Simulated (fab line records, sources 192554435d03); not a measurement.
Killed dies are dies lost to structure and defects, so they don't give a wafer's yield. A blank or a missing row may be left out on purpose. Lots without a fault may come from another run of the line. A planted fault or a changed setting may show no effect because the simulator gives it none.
Chamber matching | flow n5_finfet | N5_BEOL_M9_VIA_ETCH_34 on rie_diel-03: 4 sister chambers
The step etches SiCOH lowk in C4F6/O2, target depth 182.4 nm, time 68.4 s. 8 wafers are shown with their chamber, then 11 later ones without.

WAFERS WITH THEIR CHAMBER
wafer  | chamber | rf_vpp_V (V) | drypump_motor_current_A (A)
L083.5 | 0       | 683          | 5.1
L092.3 | 0       | 683          | 5.1
L090.5 | 3       | 684          | 5.1
L090.6 | 2       | 677          | 5.6
L091.2 | 3       | 685          | 5.2
L091.4 | 2       | 678          | 5.6
L091.6 | 1       | 664          | 6.3
L094.1 | 1       | 664          | 6.4

WAFERS WITHOUT THEIR CHAMBER
wafer  | rf_vpp_V (V) | drypump_motor_current_A (A)
L094.2 | 676          | 5.7
L094.6 | 676          | 5.7
L095.2 | 677          | 5.7
L095.3 | 682          | 5.1
L095.6 | 684          | 5.1
L096.1 | 684          | 5.2
L096.2 | 664          | 6.4
L096.4 | 676          | 5.6
L097.1 | 683          | 5.1
L097.2 | 685          | 5.2
L097.4 | 665          | 6.3

WHICH CHAMBER EACH WENT THROUGH
wafer  | from the rows above     | in truth
L094.2 | 2                       | 2
L094.6 | 2                       | 2
L095.2 | 2                       | 2
L095.3 | 0                       | 0
L095.6 | can't be placed: 3 or 0 | 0
L096.1 | can't be placed: 3 or 0 | 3
L096.2 | 1                       | 1
L096.4 | 2                       | 2
L097.1 | 0                       | 0
L097.2 | 3                       | 3
L097.4 | 1                       | 1
Placed correctly: 9 of 11. Can't be placed from these rows: 2 (the true chamber is among the candidates in 2). Placed wrongly: 0.
How it was worked out, from the rows above alone: a wafer's distance from a chamber is the root of the sum, over the readings, of the square of ((its reading less the chamber's mean) divided by the reading's scatter). The wafer belongs to the nearest chamber; if the next one is less than 2 further off, it can't be placed. A chamber's mean is the mean of its shown wafers. The scatter: the root of (the sum of the squares of (reading less its chamber's mean) over the shown wafers, divided by (wafers less chambers)).
